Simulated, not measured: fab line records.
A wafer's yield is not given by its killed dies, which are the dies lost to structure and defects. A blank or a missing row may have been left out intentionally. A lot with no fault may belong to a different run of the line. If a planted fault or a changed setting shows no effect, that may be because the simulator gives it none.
fab line records || flow nand-harc
record: {"lots": 12, "wafers": 36, "last-day": 24}
route steps=1159 shown P_M0@265 P_M1@293
lots with no fault: from the same line, run without faults
start-h: the number of hours between the record's first day and the start of the first shown wafer of the lot || wait-h: how many hours have passed since the lot's step before this one || " same as the row above || L1.1+2: several wafers, shown together as one row || - no value present, or no start provided || * or withheld: withheld || < > ~ a bound
route shown NAME@n: NAME is a module with steps in the file, n the number in the route of the first one || usual: mean/standard deviation of fault-free wafers || same: alike in all rows || chamber/n: place in a boat || sites: readings site by site || _std_site: the standard deviation of these || _edge_site: inner sites' mean taken away from outer sites' mean || radius-mm: how far each site lies from the wafer's centre || mask NAME#n: copy n || behind: the last tool/chamber to shape the wafer || hold: why the lot went on hold/how many hours it stayed there/how the hold came to an end || device: whichever transistor did not switch (one of n, p or np) || end of line: at the end of the route, the tests of the same wafers || for a step that has no rows: nothing shown but its recipe || killed: the dies lost at the first sort to structure and to defects; this is not the yield of the wafer || map: shows each die of a wafer: x if killed, . if not, _ if none is there
set.NAME: the setting that was run; set.NAME@STEP: the one run at that earlier step || model.NAME: the simulator's own value behind a step, which no gauge read
steps of the route over a sample of lots; a table a step, a row a wafer
services: when a tool's chamber went out of use (start-h, in hours from the record's first day, below 0 if earlier), for how many hours, and the reason
== steps ==
step: NHARC_P_M0_INSPECT_11
usual: {"raw-defect-count": "3.8/2"}
{"lot.wafer": "L429.4", "tool": "defect-inspect-02", "chamber": "-", "start-h": 122.03, "wait-h": 0.0, "raw-defect-count": 5}
{"lot.wafer": "L429.5", "tool": "defect-inspect-02", "chamber": "-", "start-h": 122.03, "wait-h": 0.0, "raw-defect-count": 3}
{"lot.wafer": "L429.6", "tool": "defect-inspect-02", "chamber": "-", "start-h": 122.03, "wait-h": 0.0, "raw-defect-count": 5}
{"lot.wafer": "L428.1", "tool": "defect-inspect-01", "chamber": "-", "start-h": 126.61, "wait-h": 0.0, "raw-defect-count": 5}
{"lot.wafer": "L428.2", "tool": "defect-inspect-01", "chamber": "-", "start-h": 126.61, "wait-h": 0.0, "raw-defect-count": 7}
{"lot.wafer": "L428.6", "tool": "defect-inspect-01", "chamber": "-", "start-h": 126.61, "wait-h": 0.0, "raw-defect-count": 1}
{"lot.wafer": "L431.2", "tool": "defect-inspect-01", "chamber": "-", "start-h": 139.83, "wait-h": 0.0, "raw-defect-count": 2}
{"lot.wafer": "L431.4", "tool": "defect-inspect-01", "chamber": "-", "start-h": 139.83, "wait-h": 0.0, "raw-defect-count": 6}
{"lot.wafer": "L431.5", "tool": "defect-inspect-01", "chamber": "-", "start-h": 139.83, "wait-h": 0.0, "raw-defect-count": 5}
{"lot.wafer": "L430.1", "tool": "defect-inspect-02", "chamber": "-", "start-h": 141.97, "wait-h": 0.0, "raw-defect-count": 3}
{"lot.wafer": "L430.3", "tool": "defect-inspect-02", "chamber": "-", "start-h": 141.97, "wait-h": 0.0, "raw-defect-count": 1}
{"lot.wafer": "L430.5", "tool": "defect-inspect-02", "chamber": "-", "start-h": 141.97, "wait-h": 0.0, "raw-defect-count": 2}
{"lot.wafer": "L434.1", "tool": "defect-inspect-01", "chamber": "-", "start-h": 159.89, "wait-h": 0.0, "raw-defect-count": 6}
{"lot.wafer": "L434.3", "tool": "defect-inspect-01", "chamber": "-", "start-h": 159.89, "wait-h": 0.0, "raw-defect-count": 1}
{"lot.wafer": "L434.6", "tool": "defect-inspect-01", "chamber": "-", "start-h": 159.89, "wait-h": 0.0, "raw-defect-count": 2}
{"lot.wafer": "L437.1", "tool": "defect-inspect-02", "chamber": "-", "start-h": 173.89, "wait-h": 0.0, "raw-defect-count": 3}
{"lot.wafer": "L437.2", "tool": "defect-inspect-02", "chamber": "-", "start-h": 173.89, "wait-h": 0.0, "raw-defect-count": 4}
{"lot.wafer": "L437.3", "tool": "defect-inspect-02", "chamber": "-", "start-h": 173.89, "wait-h": 0.0, "raw-defect-count": 3}
{"lot.wafer": "L438.1", "tool": "defect-inspect-02", "chamber": "-", "start-h": 181.40, "wait-h": 0.0, "raw-defect-count": 5}
{"lot.wafer": "L438.2", "tool": "defect-inspect-02", "chamber": "-", "start-h": 181.40, "wait-h": 0.0, "raw-defect-count": 7}
{"lot.wafer": "L438.5", "tool": "defect-inspect-02", "chamber": "-", "start-h": 181.40, "wait-h": 0.0, "raw-defect-count": 0}
{"lot.wafer": "L440.1", "tool": "defect-inspect-01", "chamber": "-", "start-h": 193.64, "wait-h": 0.0, "raw-defect-count": 5}
{"lot.wafer": "L440.2", "tool": "defect-inspect-01", "chamber": "-", "start-h": 193.64, "wait-h": 0.0, "raw-defect-count": 4}
{"lot.wafer": "L440.6", "tool": "defect-inspect-01", "chamber": "-", "start-h": 193.64, "wait-h": 0.0, "raw-defect-count": 7}
{"lot.wafer": "L447.2", "tool": "defect-inspect-02", "chamber": "-", "start-h": 236.20, "wait-h": 0.0, "raw-defect-count": 7}
{"lot.wafer": "L447.4", "tool": "defect-inspect-02", "chamber": "-", "start-h": 236.20, "wait-h": 0.0, "raw-defect-count": 3}
{"lot.wafer": "L447.5", "tool": "defect-inspect-02", "chamber": "-", "start-h": 236.20, "wait-h": 0.0, "raw-defect-count": 7}
{"lot.wafer": "L448.1", "tool": "defect-inspect-02", "chamber": "-", "start-h": 241.78, "wait-h": 0.0, "raw-defect-count": 4}
{"lot.wafer": "L448.4", "tool": "defect-inspect-02", "chamber": "-", "start-h": 241.78, "wait-h": 0.0, "raw-defect-count": 7}
{"lot.wafer": "L448.5", "tool": "defect-inspect-02", "chamber": "-", "start-h": 241.78, "wait-h": 0.0, "raw-defect-count": 1}
{"lot.wafer": "L450.1", "tool": "defect-inspect-01", "chamber": "-", "start-h": 246.10, "wait-h": 0.0, "raw-defect-count": 2}
{"lot.wafer": "L450.2", "tool": "defect-inspect-01", "chamber": "-", "start-h": 246.10, "wait-h": 0.0, "raw-defect-count": 4}
{"lot.wafer": "L450.3", "tool": "defect-inspect-01", "chamber": "-", "start-h": 246.10, "wait-h": 0.0, "raw-defect-count": 6}
{"lot.wafer": "L449.2", "tool": "defect-inspect-01", "chamber": "-", "start-h": 246.41, "wait-h": 0.0, "raw-defect-count": 2}
{"lot.wafer": "L449.4", "tool": "defect-inspect-01", "chamber": "-", "start-h": 246.41, "wait-h": 0.0, "raw-defect-count": 1}
{"lot.wafer": "L449.5", "tool": "defect-inspect-01", "chamber": "-", "start-h": 246.41, "wait-h": 0.0, "raw-defect-count": 2}
step: NHARC_P_M0_PVD_20
recipe: {"target-thk-a": 50, "bias-v": 168.6, "power-w": 15000, "chamber-pressure-pa": 0.12, "time-s": 8.06, "substrate-temp-c": 50, "material": "TaN"}
usual: {"substrate-temp-c": "50.00/0.11", "throttle-valve-pct": "30.1/0.59"}
same: {"time-s": 8.06}
{"lot.wafer": "L429.4", "tool": "pvd-sputter-02", "chamber": "-", "start-h": "-", "wait-h": "-", "substrate-temp-c": 49.80, "throttle-valve-pct": 30.1}
{"lot.wafer": "L429.6", "tool": "pvd-sputter-02", "chamber": "-", "start-h": "-", "wait-h": "-", "substrate-temp-c": 50.14, "throttle-valve-pct": 30.6}
{"lot.wafer": "L429.5", "tool": "pvd-sputter-02", "chamber": "-", "start-h": "-", "wait-h": "-", "substrate-temp-c": 49.85, "throttle-valve-pct": 29.6}
{"lot.wafer": "L428.1", "tool": "pvd-sputter-03", "chamber": "-", "start-h": "-", "wait-h": "-", "substrate-temp-c": 50.08, "throttle-valve-pct": 29.5}
{"lot.wafer": "L428.2", "tool": "pvd-sputter-03", "chamber": "-", "start-h": "-", "wait-h": "-", "substrate-temp-c": 50.01, "throttle-valve-pct": 31.2}
{"lot.wafer": "L428.6", "tool": "pvd-sputter-03", "chamber": "-", "start-h": "-", "wait-h": "-", "substrate-temp-c": 49.85, "throttle-valve-pct": 29.7}
{"lot.wafer": "L431.2", "tool": "pvd-sputter-02", "chamber": "-", "start-h": "-", "wait-h": "-", "substrate-temp-c": 49.98, "throttle-valve-pct": 29.7}
{"lot.wafer": "L431.4", "tool": "pvd-sputter-02", "chamber": "-", "start-h": "-", "wait-h": "-", "substrate-temp-c": 50.16, "throttle-valve-pct": 30.5}
{"lot.wafer": "L431.5", "tool": "pvd-sputter-02", "chamber": "-", "start-h": "-", "wait-h": "-", "substrate-temp-c": 50.06, "throttle-valve-pct": 30.1}
{"lot.wafer": "L430.3", "tool": "pvd-sputter-02", "chamber": "-", "start-h": "-", "wait-h": "-", "substrate-temp-c": 50.06, "throttle-valve-pct": 30.5}
{"lot.wafer": "L430.1", "tool": "pvd-sputter-02", "chamber": "-", "start-h": "-", "wait-h": "-", "substrate-temp-c": 50.04, "throttle-valve-pct": 30.0}
{"lot.wafer": "L430.5", "tool": "pvd-sputter-02", "chamber": "-", "start-h": "-", "wait-h": "-", "substrate-temp-c": 50.05, "throttle-valve-pct": 29.9}
{"lot.wafer": "L434.3", "tool": "pvd-sputter-02", "chamber": "-", "start-h": "-", "wait-h": "-", "substrate-temp-c": 50.04, "throttle-valve-pct": 30.5}
{"lot.wafer": "L434.1", "tool": "pvd-sputter-02", "chamber": "-", "start-h": "-", "wait-h": "-", "substrate-temp-c": 50.01, "throttle-valve-pct": 30.0}
{"lot.wafer": "L434.6", "tool": "pvd-sputter-02", "chamber": "-", "start-h": "-", "wait-h": "-", "substrate-temp-c": 49.90, "throttle-valve-pct": 30.1}
{"lot.wafer": "L437.3", "tool": "pvd-sputter-02", "chamber": "-", "start-h": "-", "wait-h": "-", "substrate-temp-c": 50.04, "throttle-valve-pct": 29.9}
{"lot.wafer": "L437.1", "tool": "pvd-sputter-02", "chamber": "-", "start-h": "-", "wait-h": "-", "substrate-temp-c": 50.05, "throttle-valve-pct": 30.0}
{"lot.wafer": "L437.2", "tool": "pvd-sputter-02", "chamber": "-", "start-h": "-", "wait-h": "-", "substrate-temp-c": 50.01, "throttle-valve-pct": 30.8}
{"lot.wafer": "L438.2", "tool": "pvd-sputter-03", "chamber": "-", "start-h": "-", "wait-h": "-", "substrate-temp-c": 49.84, "throttle-valve-pct": 30.9}
{"lot.wafer": "L438.1", "tool": "pvd-sputter-03", "chamber": "-", "start-h": "-", "wait-h": "-", "substrate-temp-c": 50.02, "throttle-valve-pct": 29.9}
{"lot.wafer": "L438.5", "tool": "pvd-sputter-03", "chamber": "-", "start-h": "-", "wait-h": "-", "substrate-temp-c": 50.10, "throttle-valve-pct": 29.6}
{"lot.wafer": "L440.1", "tool": "pvd-sputter-03", "chamber": "-", "start-h": "-", "wait-h": "-", "substrate-temp-c": 50.06, "throttle-valve-pct": 30.0}
{"lot.wafer": "L440.2", "tool": "pvd-sputter-03", "chamber": "-", "start-h": "-", "wait-h": "-", "substrate-temp-c": 49.92, "throttle-valve-pct": 29.9}
{"lot.wafer": "L440.6", "tool": "pvd-sputter-03", "chamber": "-", "start-h": "-", "wait-h": "-", "substrate-temp-c": 49.93, "throttle-valve-pct": 29.8}
{"lot.wafer": "L447.2", "tool": "pvd-sputter-01", "chamber": "-", "start-h": "-", "wait-h": "-", "substrate-temp-c": 50.03, "throttle-valve-pct": 28.8}
{"lot.wafer": "L447.4", "tool": "pvd-sputter-01", "chamber": "-", "start-h": "-", "wait-h": "-", "substrate-temp-c": 49.99, "throttle-valve-pct": 30.7}
{"lot.wafer": "L447.5", "tool": "pvd-sputter-01", "chamber": "-", "start-h": "-", "wait-h": "-", "substrate-temp-c": 50.01, "throttle-valve-pct": 28.6}
{"lot.wafer": "L448.1", "tool": "pvd-sputter-03", "chamber": "-", "start-h": "-", "wait-h": "-", "substrate-temp-c": 49.97, "throttle-valve-pct": 30.9}
{"lot.wafer": "L448.4", "tool": "pvd-sputter-03", "chamber": "-", "start-h": "-", "wait-h": "-", "substrate-temp-c": 50.07, "throttle-valve-pct": 29.9}
{"lot.wafer": "L448.5", "tool": "pvd-sputter-03", "chamber": "-", "start-h": "-", "wait-h": "-", "substrate-temp-c": 50.01, "throttle-valve-pct": 30.0}
{"lot.wafer": "L450.1", "tool": "pvd-sputter-03", "chamber": "-", "start-h": "-", "wait-h": "-", "substrate-temp-c": 50.00, "throttle-valve-pct": 29.6}
{"lot.wafer": "L450.3", "tool": "pvd-sputter-03", "chamber": "-", "start-h": "-", "wait-h": "-", "substrate-temp-c": 50.00, "throttle-valve-pct": 29.7}
{"lot.wafer": "L450.2", "tool": "pvd-sputter-03", "chamber": "-", "start-h": "-", "wait-h": "-", "substrate-temp-c": 49.85, "throttle-valve-pct": 29.4}
{"lot.wafer": "L449.2", "tool": "pvd-sputter-02", "chamber": "-", "start-h": "-", "wait-h": "-", "substrate-temp-c": 50.03, "throttle-valve-pct": 30.2}
{"lot.wafer": "L449.4", "tool": "pvd-sputter-02", "chamber": "-", "start-h": "-", "wait-h": "-", "substrate-temp-c": 49.96, "throttle-valve-pct": 29.5}
{"lot.wafer": "L449.5", "tool": "pvd-sputter-02", "chamber": "-", "start-h": "-", "wait-h": "-", "substrate-temp-c": 50.22, "throttle-valve-pct": 30.3}
step: NHARC_P_M0_THK_MEAS_24
recipe: {"thk-meas-gauge": "xrf"}
usual: {"thk-nm": "117.2/1.5"}
{"lot.wafer": "L429.4", "tool": "film-metro-01", "chamber": "-", "start-h": 124.41, "wait-h": "-", "thk-nm": 118.2}
{"lot.wafer": "L429.5", "tool": "film-metro-01", "chamber": "-", "start-h": 124.41, "wait-h": "-", "thk-nm": 116.7}
{"lot.wafer": "L429.6", "tool": "film-metro-01", "chamber": "-", "start-h": 124.41, "wait-h": "-", "thk-nm": 118.9}
{"lot.wafer": "L428.1", "tool": "film-metro-01", "chamber": "-", "start-h": 129.00, "wait-h": "-", "thk-nm": 122.3}
{"lot.wafer": "L428.2", "tool": "film-metro-01", "chamber": "-", "start-h": 129.00, "wait-h": "-", "thk-nm": 116.8}
{"lot.wafer": "L428.6", "tool": "film-metro-01", "chamber": "-", "start-h": 129.00, "wait-h": "-", "thk-nm": 116.9}
{"lot.wafer": "L431.2", "tool": "film-metro-02", "chamber": "-", "start-h": 142.21, "wait-h": "-", "thk-nm": 120.5}
{"lot.wafer": "L431.4", "tool": "film-metro-02", "chamber": "-", "start-h": 142.21, "wait-h": "-", "thk-nm": 117.3}
{"lot.wafer": "L431.5", "tool": "film-metro-02", "chamber": "-", "start-h": 142.21, "wait-h": "-", "thk-nm": 116.7}
{"lot.wafer": "L430.1", "tool": "film-metro-02", "chamber": "-", "start-h": 144.36, "wait-h": "-", "thk-nm": 115.1}
{"lot.wafer": "L430.3", "tool": "film-metro-02", "chamber": "-", "start-h": 144.36, "wait-h": "-", "thk-nm": 117.3}
{"lot.wafer": "L430.5", "tool": "film-metro-02", "chamber": "-", "start-h": 144.36, "wait-h": "-", "thk-nm": 118.3}
{"lot.wafer": "L434.1", "tool": "film-metro-01", "chamber": "-", "start-h": 162.30, "wait-h": "-", "thk-nm": 116.8}
{"lot.wafer": "L434.3", "tool": "film-metro-01", "chamber": "-", "start-h": 162.30, "wait-h": "-", "thk-nm": 118.0}
{"lot.wafer": "L434.6", "tool": "film-metro-01", "chamber": "-", "start-h": 162.30, "wait-h": "-", "thk-nm": 115.7}
{"lot.wafer": "L437.1", "tool": "film-metro-01", "chamber": "-", "start-h": 176.27, "wait-h": "-", "thk-nm": 114.8}
{"lot.wafer": "L437.2", "tool": "film-metro-01", "chamber": "-", "start-h": 176.27, "wait-h": "-", "thk-nm": 117.6}
{"lot.wafer": "L437.3", "tool": "film-metro-01", "chamber": "-", "start-h": 176.27, "wait-h": "-", "thk-nm": 116.6}
{"lot.wafer": "L438.1", "tool": "film-metro-02", "chamber": "-", "start-h": 183.81, "wait-h": "-", "thk-nm": 116.6}
{"lot.wafer": "L438.2", "tool": "film-metro-02", "chamber": "-", "start-h": 183.81, "wait-h": "-", "thk-nm": 116.2}
{"lot.wafer": "L438.5", "tool": "film-metro-02", "chamber": "-", "start-h": 183.81, "wait-h": "-", "thk-nm": 118.3}
{"lot.wafer": "L440.1", "tool": "film-metro-01", "chamber": "-", "start-h": 196.54, "wait-h": "-", "thk-nm": 117.0}
{"lot.wafer": "L440.2", "tool": "film-metro-01", "chamber": "-", "start-h": 196.54, "wait-h": "-", "thk-nm": 117.5}
{"lot.wafer": "L440.6", "tool": "film-metro-01", "chamber": "-", "start-h": 196.54, "wait-h": "-", "thk-nm": 115.3}
{"lot.wafer": "L447.2", "tool": "film-metro-01", "chamber": "-", "start-h": 238.61, "wait-h": "-", "thk-nm": 119.3}
{"lot.wafer": "L447.4", "tool": "film-metro-01", "chamber": "-", "start-h": 238.61, "wait-h": "-", "thk-nm": 116.2}
{"lot.wafer": "L447.5", "tool": "film-metro-01", "chamber": "-", "start-h": 238.61, "wait-h": "-", "thk-nm": 115.4}
{"lot.wafer": "L448.1", "tool": "film-metro-02", "chamber": "-", "start-h": 244.21, "wait-h": "-", "thk-nm": 114.8}
{"lot.wafer": "L448.4", "tool": "film-metro-02", "chamber": "-", "start-h": 244.21, "wait-h": "-", "thk-nm": 118.1}
{"lot.wafer": "L448.5", "tool": "film-metro-02", "chamber": "-", "start-h": 244.21, "wait-h": "-", "thk-nm": 115.3}
{"lot.wafer": "L450.1", "tool": "film-metro-01", "chamber": "-", "start-h": 248.52, "wait-h": "-", "thk-nm": 116.1}
{"lot.wafer": "L450.2", "tool": "film-metro-01", "chamber": "-", "start-h": 248.52, "wait-h": "-", "thk-nm": 116.8}
{"lot.wafer": "L450.3", "tool": "film-metro-01", "chamber": "-", "start-h": 248.52, "wait-h": "-", "thk-nm": 117.6}
{"lot.wafer": "L449.2", "tool": "film-metro-01", "chamber": "-", "start-h": 248.91, "wait-h": "-", "thk-nm": 114.8}
{"lot.wafer": "L449.4", "tool": "film-metro-01", "chamber": "-", "start-h": 248.91, "wait-h": "-", "thk-nm": 114.6}
{"lot.wafer": "L449.5", "tool": "film-metro-01", "chamber": "-", "start-h": 248.91, "wait-h": "-", "thk-nm": 119.5}
step: NHARC_P_M1_PEB_07
recipe: {"peb-temp-c": 100, "peb-time-s": 65}
usual: {"exhaust-pa": "45.0/0.79"}
{"lot.wafer": "L429.4", "tool": "litho-track-06", "chamber": 0, "start-h": 126.02, "wait-h": 0.0, "exhaust-pa": 44.5}
{"lot.wafer": "L429.5", "tool": "litho-track-06", "chamber": 0, "start-h": 126.02, "wait-h": 0.0, "exhaust-pa": 45.1}
{"lot.wafer": "L429.6", "tool": "litho-track-06", "chamber": 0, "start-h": 126.02, "wait-h": 0.0, "exhaust-pa": 45.2}
{"lot.wafer": "L428.1", "tool": "litho-track-06", "chamber": 0, "start-h": 130.48, "wait-h": 0.1, "exhaust-pa": 45.2}
{"lot.wafer": "L428.2", "tool": "litho-track-06", "chamber": 0, "start-h": 130.48, "wait-h": 0.1, "exhaust-pa": 44.2}
{"lot.wafer": "L428.6", "tool": "litho-track-06", "chamber": 0, "start-h": 130.48, "wait-h": 0.1, "exhaust-pa": 44.8}
{"lot.wafer": "L431.2", "tool": "litho-track-06", "chamber": 0, "start-h": 143.66, "wait-h": 0.1, "exhaust-pa": 44.5}
{"lot.wafer": "L431.4", "tool": "litho-track-06", "chamber": 0, "start-h": 143.66, "wait-h": 0.1, "exhaust-pa": 45.1}
{"lot.wafer": "L431.5", "tool": "litho-track-06", "chamber": 0, "start-h": 143.66, "wait-h": 0.1, "exhaust-pa": 44.8}
{"lot.wafer": "L430.1", "tool": "litho-track-01", "chamber": 0, "start-h": 145.79, "wait-h": 0.1, "exhaust-pa": 45.9}
{"lot.wafer": "L430.3", "tool": "litho-track-01", "chamber": 0, "start-h": 145.79, "wait-h": 0.1, "exhaust-pa": 44.6}
{"lot.wafer": "L430.5", "tool": "litho-track-01", "chamber": 0, "start-h": 145.79, "wait-h": 0.1, "exhaust-pa": 47.1}
{"lot.wafer": "L434.1", "tool": "litho-track-01", "chamber": 0, "start-h": 163.90, "wait-h": 0.1, "exhaust-pa": 44.9}
{"lot.wafer": "L434.3", "tool": "litho-track-01", "chamber": 0, "start-h": 163.90, "wait-h": 0.1, "exhaust-pa": 45.2}
{"lot.wafer": "L434.6", "tool": "litho-track-01", "chamber": 0, "start-h": 163.90, "wait-h": 0.1, "exhaust-pa": 44.8}
{"lot.wafer": "L437.1", "tool": "litho-track-01", "chamber": 0, "start-h": 177.75, "wait-h": 0.1, "exhaust-pa": 45.8}
{"lot.wafer": "L437.2", "tool": "litho-track-01", "chamber": 0, "start-h": 177.75, "wait-h": 0.1, "exhaust-pa": 44.6}
{"lot.wafer": "L437.3", "tool": "litho-track-01", "chamber": 0, "start-h": 177.75, "wait-h": 0.1, "exhaust-pa": 44.0}
{"lot.wafer": "L438.1", "tool": "litho-track-01", "chamber": 0, "start-h": 185.29, "wait-h": 0.1, "exhaust-pa": 44.1}
{"lot.wafer": "L438.2", "tool": "litho-track-01", "chamber": 0, "start-h": 185.29, "wait-h": 0.1, "exhaust-pa": 44.8}
{"lot.wafer": "L438.5", "tool": "litho-track-01", "chamber": 0, "start-h": 185.29, "wait-h": 0.1, "exhaust-pa": 43.9}
{"lot.wafer": "L440.1", "tool": "litho-track-04", "chamber": 0, "start-h": 197.99, "wait-h": 0.1, "exhaust-pa": 44.5}
{"lot.wafer": "L440.2", "tool": "litho-track-04", "chamber": 0, "start-h": 197.99, "wait-h": 0.1, "exhaust-pa": 45.7}
{"lot.wafer": "L440.6", "tool": "litho-track-04", "chamber": 0, "start-h": 197.99, "wait-h": 0.1, "exhaust-pa": 45.4}
{"lot.wafer": "L447.2", "tool": "litho-track-06", "chamber": 0, "start-h": 240.09, "wait-h": 0.1, "exhaust-pa": 45.3}
{"lot.wafer": "L447.4", "tool": "litho-track-06", "chamber": 0, "start-h": 240.09, "wait-h": 0.1, "exhaust-pa": 44.2}
{"lot.wafer": "L447.5", "tool": "litho-track-06", "chamber": 0, "start-h": 240.09, "wait-h": 0.1, "exhaust-pa": 44.7}
{"lot.wafer": "L448.1", "tool": "litho-track-04", "chamber": 0, "start-h": 245.83, "wait-h": 0.1, "exhaust-pa": 44.7}
{"lot.wafer": "L448.4", "tool": "litho-track-04", "chamber": 0, "start-h": 245.83, "wait-h": 0.1, "exhaust-pa": 44.7}
{"lot.wafer": "L448.5", "tool": "litho-track-04", "chamber": 0, "start-h": 245.83, "wait-h": 0.1, "exhaust-pa": 45.0}
{"lot.wafer": "L450.1", "tool": "litho-track-04", "chamber": 0, "start-h": 250.27, "wait-h": 0.1, "exhaust-pa": 44.4}
{"lot.wafer": "L450.2", "tool": "litho-track-04", "chamber": 0, "start-h": 250.27, "wait-h": 0.1, "exhaust-pa": 45.1}
{"lot.wafer": "L450.3", "tool": "litho-track-04", "chamber": 0, "start-h": 250.27, "wait-h": 0.1, "exhaust-pa": 44.9}
{"lot.wafer": "L449.2", "tool": "litho-track-01", "chamber": 0, "start-h": 250.73, "wait-h": 0.1, "exhaust-pa": 45.6}
{"lot.wafer": "L449.4", "tool": "litho-track-01", "chamber": 0, "start-h": 250.73, "wait-h": 0.1, "exhaust-pa": 44.2}
{"lot.wafer": "L449.5", "tool": "litho-track-01", "chamber": 0, "start-h": 250.73, "wait-h": 0.1, "exhaust-pa": 45.3}
step: NHARC_P_M1_CD_MEAS_09
recipe: {"target-cd-nm": 130, "landing-energy-ev": 500}
usual: {"cd-nm": "129.8/0.72"}
{"lot.wafer": "L429.4", "tool": "cd-sem-02", "chamber": 0, "start-h": 126.11, "wait-h": "-", "cd-nm": 130.7}
{"lot.wafer": "L429.5", "tool": "cd-sem-02", "chamber": 0, "start-h": 126.11, "wait-h": "-", "cd-nm": 130.1}
{"lot.wafer": "L429.6", "tool": "cd-sem-02", "chamber": 0, "start-h": 126.11, "wait-h": "-", "cd-nm": 130.0}
{"lot.wafer": "L428.1", "tool": "cd-sem-03", "chamber": 0, "start-h": 130.55, "wait-h": "-", "cd-nm": 131.6}
{"lot.wafer": "L428.2", "tool": "cd-sem-03", "chamber": 0, "start-h": 130.55, "wait-h": "-", "cd-nm": 130.7}
{"lot.wafer": "L428.6", "tool": "cd-sem-03", "chamber": 0, "start-h": 130.55, "wait-h": "-", "cd-nm": 129.9}
{"lot.wafer": "L431.2", "tool": "cd-sem-01", "chamber": 0, "start-h": 143.74, "wait-h": "-", "cd-nm": 130.6}
{"lot.wafer": "L431.4", "tool": "cd-sem-01", "chamber": 0, "start-h": 143.74, "wait-h": "-", "cd-nm": 130.2}
{"lot.wafer": "L431.5", "tool": "cd-sem-01", "chamber": 0, "start-h": 143.74, "wait-h": "-", "cd-nm": 130.4}
{"lot.wafer": "L430.1", "tool": "cd-sem-01", "chamber": 0, "start-h": 145.87, "wait-h": "-", "cd-nm": 129.0}
{"lot.wafer": "L430.3", "tool": "cd-sem-01", "chamber": 0, "start-h": 145.87, "wait-h": "-", "cd-nm": 129.3}
{"lot.wafer": "L430.5", "tool": "cd-sem-01", "chamber": 0, "start-h": 145.87, "wait-h": "-", "cd-nm": 129.0}
{"lot.wafer": "L434.1", "tool": "cd-sem-01", "chamber": 0, "start-h": 163.97, "wait-h": "-", "cd-nm": 128.8}
{"lot.wafer": "L434.3", "tool": "cd-sem-01", "chamber": 0, "start-h": 163.97, "wait-h": "-", "cd-nm": 129.0}
{"lot.wafer": "L434.6", "tool": "cd-sem-01", "chamber": 0, "start-h": 163.97, "wait-h": "-", "cd-nm": 129.5}
{"lot.wafer": "L437.1", "tool": "cd-sem-02", "chamber": 0, "start-h": 177.82, "wait-h": "-", "cd-nm": 130.0}
{"lot.wafer": "L437.2", "tool": "cd-sem-02", "chamber": 0, "start-h": 177.82, "wait-h": "-", "cd-nm": 129.7}
{"lot.wafer": "L437.3", "tool": "cd-sem-02", "chamber": 0, "start-h": 177.82, "wait-h": "-", "cd-nm": 129.5}
{"lot.wafer": "L438.1", "tool": "cd-sem-02", "chamber": 0, "start-h": 185.37, "wait-h": "-", "cd-nm": 129.5}
{"lot.wafer": "L438.2", "tool": "cd-sem-02", "chamber": 0, "start-h": 185.37, "wait-h": "-", "cd-nm": 129.7}
{"lot.wafer": "L438.5", "tool": "cd-sem-02", "chamber": 0, "start-h": 185.37, "wait-h": "-", "cd-nm": 128.8}
{"lot.wafer": "L440.1", "tool": "cd-sem-01", "chamber": 0, "start-h": 198.07, "wait-h": "-", "cd-nm": 129.5}
{"lot.wafer": "L440.2", "tool": "cd-sem-01", "chamber": 0, "start-h": 198.07, "wait-h": "-", "cd-nm": 129.7}
{"lot.wafer": "L440.6", "tool": "cd-sem-01", "chamber": 0, "start-h": 198.07, "wait-h": "-", "cd-nm": 130.1}
{"lot.wafer": "L447.2", "tool": "cd-sem-03", "chamber": 0, "start-h": 240.17, "wait-h": "-", "cd-nm": 130.3}
{"lot.wafer": "L447.4", "tool": "cd-sem-03", "chamber": 0, "start-h": 240.17, "wait-h": "-", "cd-nm": 135.8}
{"lot.wafer": "L447.5", "tool": "cd-sem-03", "chamber": 0, "start-h": 240.17, "wait-h": "-", "cd-nm": 135.8}
{"lot.wafer": "L448.1", "tool": "cd-sem-03", "chamber": 0, "start-h": 245.91, "wait-h": "-", "cd-nm": 128.8}
{"lot.wafer": "L448.4", "tool": "cd-sem-03", "chamber": 0, "start-h": 245.91, "wait-h": "-", "cd-nm": 129.1}
{"lot.wafer": "L448.5", "tool": "cd-sem-03", "chamber": 0, "start-h": 245.91, "wait-h": "-", "cd-nm": 129.5}
{"lot.wafer": "L450.1", "tool": "cd-sem-02", "chamber": 0, "start-h": 250.35, "wait-h": "-", "cd-nm": 129.3}
{"lot.wafer": "L450.2", "tool": "cd-sem-02", "chamber": 0, "start-h": 250.35, "wait-h": "-", "cd-nm": 129.5}
{"lot.wafer": "L450.3", "tool": "cd-sem-02", "chamber": 0, "start-h": 250.35, "wait-h": "-", "cd-nm": 129.0}
{"lot.wafer": "L449.2", "tool": "cd-sem-02", "chamber": 0, "start-h": 250.81, "wait-h": "-", "cd-nm": 129.4}
{"lot.wafer": "L449.4", "tool": "cd-sem-02", "chamber": 0, "start-h": 250.81, "wait-h": "-", "cd-nm": 129.3}
{"lot.wafer": "L449.5", "tool": "cd-sem-02", "chamber": 0, "start-h": 250.81, "wait-h": "-", "cd-nm": 129.1}
== services ==
{"tool": "pvd-sputter-03", "chamber": "-", "start-h": 102.00, "hours": 10.0, "kind": "pm"}
{"tool": "pvd-sputter-01", "chamber": "-", "start-h": 105.21, "hours": 0.5, "kind": "repair"}
{"tool": "litho-track-06", "chamber": "-", "start-h": 117.00, "hours": 7.0, "kind": "pm"}
{"tool": "pvd-sputter-01", "chamber": "-", "start-h": 118.62, "hours": 0.6, "kind": "repair"}
{"tool": "litho-track-04", "chamber": "-", "start-h": 141.00, "hours": 7.0, "kind": "pm"}
{"tool": "pvd-sputter-01", "chamber": "-", "start-h": 158.00, "hours": 10.0, "kind": "pm"}
{"tool": "pvd-sputter-02", "chamber": "-", "start-h": 188.30, "hours": 6.9, "kind": "repair"}
{"tool": "pvd-sputter-02", "chamber": "-", "start-h": 215.37, "hours": 10.0, "kind": "pm"}
== key ==
first-sign: {"step": "NHARC_P_M1_CD_MEAS_09", "reading": "cd-nm", "direction": "up", "sigmas": 8.3, "usual": 129.8, "struck": 135.8}
effect none on later readings
met-at NHARC_P_M1_PEB_07
struck-lots L447
struck-wafers L447.4,L447.5
not-acting-at NHARC_P_M0_INSPECT_11,NHARC_P_M0_PVD_20,NHARC_P_M0_THK_MEAS_24
onset-between 143.66 240.09
fault: {"kind": "process-parameter-drift", "tool": "litho-track-06", "chamber": "-", "onset-h": 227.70, "steps": "NHARC_P_M1_PEB_07", "channel": "peb-time-s", "offset": "*", "shape": "step", "end-h": 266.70, "scope": "struck-wafers-only", "acts-in": "*", "stated": "*"}
